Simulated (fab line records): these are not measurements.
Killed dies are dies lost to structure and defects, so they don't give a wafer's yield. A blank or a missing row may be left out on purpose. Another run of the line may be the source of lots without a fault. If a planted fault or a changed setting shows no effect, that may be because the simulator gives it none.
fab line records | flow n5Finfet
record lots=3 | wafers=9 | lastDay=17
route steps=1938 shown BEOL_M10@1527 BEOL_M11@1536 PASSIVATION@1936
lots with no fault: from the same line, run without faults
startH: start of the lot's first displayed wafer, in hours after the record's first day | waitH: hours from the lot's prior step to this one | " same as the row above | L1.1+2: several wafers, shown together as one row | - no value, or no start given | * or withheld: withheld | < > ~ a bound
route shown NAME@n: a module of which the file shows steps, and the number in the route of the first | usual: mean/standard deviation of fault-free wafers | same: alike in all rows | chamber/n: place in a boat | sites: per-site readings | _std_site: standard deviation of those values | _edge_site: outer sites' mean less inner sites' | radiusMm: for every site, how far away it sits from the centre of the wafer | mask NAME#n: copy n | behind: the tool/chamber that last shaped the wafer | hold: why the lot went on hold/how many hours it stayed there/how the hold came to an end | device: transistor that didn't switch, given as n, p or np | end of line: the same wafers' tests at the end of the route | for a step that has no rows: nothing shown but its recipe | killed: the dies lost at the first sort to structure and to defects; this is not the yield of the wafer | map: the dies of a wafer, with x for killed, . for not killed, _ for no die there
set.NAME: the setting as run; set.NAME@STEP: as run at that earlier step | model.NAME: the simulator's own value behind a step, which no gauge read
lots at selected steps of the route; one table per step, one row per wafer
services: from which hour (startH, from the record's first day; less than 0 if before it) a tool's chamber was out of use, for how many hours, and why
## steps
# step N5_BEOL_M10_SPUTTER_48
# recipe material=Cu | targetThkA=120 | tempC=-20 | biasV=60 | powerW=26000 | chamberPressurePa=0.13 | timeS=2
# step N5_BEOL_M10_ECD_50
# recipe material=Cu | targetThkA=3180
# step N5_BEOL_M10_ANNEAL_51
# recipe tempC=225 | timeS=90 | ambient=N2
# step N5_BEOL_M10_CMP_52
# recipe stopOn=SiCOH_lowk | tOverpolishS=7 | downForcePsi=1 | platenRpm=50 | clearingPlatenDownForcePsi=1.5 | clearingPlatenRpm=50 | postCmpClean=cuAlkaline | targetThkNm=140 | clearingPlatenPadVelocityMS=0.99484 | padVelocityMS=0.99484
# step N5_BEOL_M10_PRE_CLEAN_55
# recipe gas=NH3 | timeS=15 | tempC=withheld | rfPowerW=300
# step N5_BEOL_M10_DEP_56
# recipe material=SiCN | targetThkA=150 | tempC=withheld | precursor=3MS/NH3 | pressureTorr=3 | rfW=202 | timeS=26.5
# step N5_BEOL_M11_ILD_DEP_00
# recipe material=SiCOH_lowk | targetThkA=3085.1 | tempC=300 | precursor=DEMS/porogen | pressureTorr=5 | rfW=500 | timeS=58
# step N5_BEOL_M11_CURE_71
# recipe tempC=385 | timeS=240 | ambient=He/Ar | material=SiCOH_lowk
# step N5_BEOL_M11_PECVD_70
# recipe material=SiO2 | targetThkA=200 | tempC=400 | precursor=TEOS/O2 | pressureTorr=5.5 | rfW=450 | teosFlowSccm=53.8 | gas=O2 | flowSccm=3000 | timeS=22.7
# usual chamberPressureTorr=5.500/0.012 | heaterPowerW=766/88 | showerheadPlenumPTorr=8.78/0.069 | throttleValvePct=22.4/1.4
lot.wafer | tool     | chamber | startH | waitH | chamberPressureTorr | heaterPowerW | showerheadPlenumPTorr | throttleValvePct
L788.1    | pecvd-04 | 1       | 320.78 | 0.0   | 5.502               | 1000         | 8.84                  | 25.1
L788.3    | "        | 2       | "      | "     | 5.501               | 767          | 8.89                  | 22.6
L788.6    | "        | 2       | "      | "     | 5.520               | 755          | 8.88                  | 22.2
L787.2    | pecvd-01 | 0       | 323.12 | 0.0   | 5.502               | 754          | 8.74                  | 22.3
L787.3    | "        | 1       | "      | "     | 5.517               | 779          | 8.78                  | 20.1
L787.5    | "        | 1       | "      | "     | 5.504               | 776          | 8.77                  | 20.4
L793.2    | pecvd-04 | 1       | 359.55 | 0.0   | 5.493               | 833          | 8.87                  | 25.2
L793.3    | "        | 1       | "      | "     | 5.490               | 827          | 8.84                  | 25.4
L793.5    | "        | 0       | "      | "     | 5.496               | 897          | 8.71                  | 22.2
# step N5_BEOL_M11_HM_DEP_02
# recipe material=TiN | targetThkA=200 | tempC=25 | chamberPressurePa=0.49996
# step N5_BEOL_M11_COAT_59
# recipe resist=SOC | tempC=250 | timeS=60 | spinRpm=1500 | resistThkNm=100
# step N5_BEOL_M11_COAT_60
# recipe resist=SiARC | tempC=220 | timeS=60 | spinRpm=1500 | resistThkNm=30
# step N5_BEOL_M11_COAT_05
# recipe resist=CAR-ArF | spinRpm=1500 | resistThkNm=90
# step N5_BEOL_M11_EBR_07
# recipe solvent=PGMEA | ebrWidthMm=1.5
# step N5_BEOL_M11_SOFTBAKE_06
# recipe tempC=110 | timeS=60 | resist=CAR-ArF
# step N5_BEOL_M11_EXPOSE_08
# recipe maskId=M11 | na=1.35 | sourceShape=dipole | sigmaInner=0.411 | sigmaOuter=0.611 | polarization=te | doseMj=53.75
# step N5_BEOL_M11_PEB_09
# recipe pebTempC=withheld | pebTimeS=60 | resist=CAR-ArF
# step N5_BEOL_M11_DEVELOP_10
# recipe developTimeS=30 | developer=TMAH | resist=CAR-ArF | rinseLiquid=diw | dry=airSpin | devTempC=23
# step N5_BEOL_M11_DESCUM_16
# recipe chemistry=O2 | timeS=7.9 | sourcePowerW=50 | biasPowerW=20 | pressureMtorr=20 | rfFrequencyHz=2.712e+07 | tempC=40 | resist=CAR-ArF | o2FlowSccm=225
# step N5_BEOL_M11_ETCH_61
# recipe chemistry=CF4 | target=SiARC | targetDepthA=390 | maskMaterial=CAR-ArF | timeS=65 | ionEnergyEv=80 | pressureMtorr=40 | sourceW=545 | biasW=36 | Ar_flow_sccm=100 | cf4FlowSccm=100 | ends=cleared
# step N5_BEOL_M11_ETCH_62
# recipe chemistry=N2/H2 | target=SOC | targetDepthA=1100 | overetchA=220 | maskMaterial=SiARC | tempC=40 | timeS=165 | ionEnergyEv=200 | pressureMtorr=30 | sourceW=840 | biasW=150 | n2FlowSccm=200 | h2FlowSccm=200
# step N5_BEOL_M11_STRIP_68
# recipe chemistry=N2/H2 | tempC=40 | n2FlowSccm=200 | h2FlowSccm=200 | rfFrequencyHz=6e+07
# step N5_BEOL_M11_STRIP_67
# recipe chemistry=CF4 | resist=SiARC | powerW=300 | biasPowerW=75 | pressureMtorr=50 | cf4FlowSccm=150 | rfFrequencyHz=6e+07
# step N5_BEOL_M11_HM_OPEN_17
# recipe chemistry=Cl2/BCl3 | targetDepthA=200 | overetchA=60 | target=TiN | maskMaterial=SOC | ionEnergyEv=150 | pressureMtorr=10 | icpW=1000 | biasW=126 | Cl2_flow_sccm=53.25 | bcl3FlowSccm=21.75 | Ar_flow_sccm=25
# step N5_BEOL_M11_STRIP_19
# recipe chemistry=O2 | powerW=400 | tempC=40 | pressureMtorr=30 | rfFrequencyHz=6e+07 | biasPowerW=0 | overashFraction=0.2 | o2FlowSccm=225
# step N5_BEOL_M11_COAT_63
# recipe resist=SOC | tempC=250 | timeS=60 | spinRpm=1500 | resistThkNm=100
# step N5_BEOL_M11_COAT_64
# recipe resist=SiARC | tempC=220 | timeS=60 | spinRpm=1500 | resistThkNm=30
# step N5_BEOL_M11_COAT_22
# recipe resist=CAR-ArF | spinRpm=1500 | resistThkNm=90
# step N5_BEOL_M11_EBR_24
# recipe solvent=PGMEA | ebrWidthMm=1.5
# step N5_BEOL_M11_SOFTBAKE_23
# recipe tempC=110 | timeS=60 | resist=CAR-ArF
# step N5_BEOL_M11_EXPOSE_25
# recipe maskId=V10 | na=1.35 | sourceShape=annular | sigmaInner=0.5 | sigmaOuter=0.8 | polarization=unpolarized | doseMj=85.5
# step N5_BEOL_M11_PEB_26
# recipe pebTempC=withheld | pebTimeS=60 | resist=CAR-ArF
# step N5_BEOL_M11_DEVELOP_27
# recipe developTimeS=30 | developer=TMAH | resist=CAR-ArF | rinseLiquid=diw | dry=airSpin | devTempC=23
# step N5_PASSIVATION_PROBE_49
# usual defectLimitedYield=90.9/1.4 | killed_at_M0_to_M3=38/11 | killed_at_M4_up=13/5.9 | killedAtContacts=14/6.4 | killedAtFrontEnd=38/11 | killedAtOther=3.3/2.5 | killedDies=107/16 | killedOnRim=14/3.6 | killedOpen=70/12 | killedShort=35/7.7 | sort_bin_5_function=5.3/0.94 | sort_bin_6_memory=3.5/0.7 | sortNPass=1073/16 | sortYieldPct=90.9/1.4
# same grossDies=1180 | killedAtBackSide=0 | sort_bin_4_leakage[%]=0 | sort_bin_8_speed[%]=0
lot.wafer | tool      | chamber | startH | waitH | defectLimitedYield[%] | killed_at_M0_to_M3 | killed_at_M4_up | killedAtContacts | killedAtFrontEnd | killedAtOther | killedDies | killedOnRim | killedOpen | killedShort | sort_bin_5_function[%] | sort_bin_6_memory[%] | sortNPass | sortYieldPct[%]
L793.2    | prober-01 | -       | 407.08 | 0.1   | 90.6                  | 50                 | 19              | 22               | 20               | 0             | 111        | 15          | 70         | 39          | 5.8                    | 3.1                  | 1069      | 90.6
L793.3    | prober-01 | -       | 407.13 | 0.1   | 90.5                  | 39                 | 25              | 18               | 29               | 1             | 112        | 12          | 79         | 33          | 5.6                    | 3.7                  | 1068      | 90.5
L793.5    | prober-01 | -       | 407.23 | 0.2   | 88.8                  | 36                 | 30              | 14               | 46               | 6             | 132        | 32          | 67         | 47          | 6.4                    | 2.8                  | 1048      | 88.8
# killed by level:class
L793.2 MOL_CONTACT_COAG:geometricParticle:open=20 BEOL_M0_SAQP:geometricParticle:short=12 BEOL_M1:geometricParticle:open=9 BEOL_M2:geometricParticle:open=9 BEOL_M4:geometricParticle:open=9 BEOL_M3:geometricParticle:short=7 BEOL_M3:geometricParticle:open=5 DUMMY_GATE:geometricParticle:short=3
L793.3 MOL_CONTACT_COAG:geometricParticle:open=14 BEOL_M4:geometricParticle:open=14 FIN_SAQP:geometricParticle:open=9 BEOL_M2:geometricParticle:open=9 BEOL_M3:geometricParticle:open=7 BEOL_M0_SAQP:geometricParticle:short=5 FIN_SAQP:geometricParticle:short=4 MOL_CONTACT_COAG:geometricParticle:short=4
L793.5 BEOL_M11:areaPecvd=15 BEOL_M3:geometricParticle:open=13 MOL_CONTACT_COAG:geometricParticle:open=11 BEOL_M4:geometricParticle:open=11 FIN_SAQP:geometricParticle:short=8 GATE_CUT:geometricParticle:short=7 FIN_SAQP:geometricParticle:open=5 BEOL_M3:geometricParticle:short=5
# map L793.5 (x killed, . not)
_________________.xx.....x..x________________
______________.x.x...x..xx......_____________
___________.....................x..__________
__________.....x...........x.....x.._________
________.........x............x......._______
_______................................______
______x..................x...........x.x_____
_____............x....x..................____
____.xx...x...............................___
___.......x.........xx...x..x..............__
___.x......x.......xx......................__
__..x..x............xx.x...................x_
__x................................x..x...x._
_.........................x...........x......
_.x......................................x...
_........xx......x.x.........xx............x.
_xx..........x.......x............x..........
_x.......................xx..........x.x.....
_..................x.....x....x..xx.x........
_.....x....xx........x.............xx..x..x.x
_.x...........x...................x..x.x.....
__.....x.xx.......xx........................_
__..x..x...................xx......x.......x_
___x.................xx...x................__
___x.........................x.....x.x....x__
____x......x..........x....x............x.___
_____x..................x...........x..xx____
______.....x............................_____
_______.x............x...x.x...........______
________x..x.x............x..........._______
__________....x....x................_________
___________...............x.x.....x__________
______________.x................_____________
_________________.x.xx.......________________
# map L788.1 (x killed, . not)
_________________............________________
______________...........x....x._____________
___________x........x..............__________
__________.x.................x.....x_________
________........x....................._______
_______......................x.........______
______x..................x......x.....x._____
_____...x.............x........x.x.....x.____
____....x.................................___
___.....x.x........x................x......__
___x....x.....x..x............x............__
__.......x.................................._
__x............x.........x....x............._
_........x....x.x...........x................
_.......x..................x........xx.......
_.......x...xx...........x.xx.......x.......x
_....x.....x..x.................x............
_...........xx................x..xx..........
_.....x..x....x..........x..x.....x.x........
_...........x.........x.........x.....x......
_..........xx..xx...x.............x.x.......x
__...x...........x...............x.........._
__x.x.x...................................x._
___x...................xx......xx..........__
___....x............xx.x.......x.........x.__
____.....x........................x.......___
_____..x..........x.................x.x..____
______..x............................xx._____
_______..x.x....x.xx.......xx........x.______
________..xx............x............._______
__________.......x.......x.........._________
___________............x......xx...__________
______________.................._____________
_________________........x...________________
## services
tool     | chamber | startH | hours | kind
pecvd-01 | 1       | 305.00 | 2.1   | scheduledDown
pecvd-04 | 2       | 331.11 | 30.4  | repair
pecvd-01 | 0       | 349.73 | 2.1   | scheduledDown
## key
firstSign step=N5_PASSIVATION_PROBE_49 | reading=killed_at_M4_up | direction=up | sigmas=2.8 | usual=13 | struck=30
effect step=N5_PASSIVATION_PROBE_49 | reading=killedOnRim | direction=up | sigmas=5 | usual=14 | struck=32
metAt N5_BEOL_M11_PECVD_70
struckWafers L793.5
fault kind=siteProfileDrift | tool=pecvd-04 | chamber=0 | onsetH=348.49 | steps=N5_BEOL_M11_PECVD_70 | basis=fraction | maxAbsDrift=0.5377 | slopeSharePerHr=119.49 | sitePattern=0,0,0,0,0,-1,-1,-1,-1
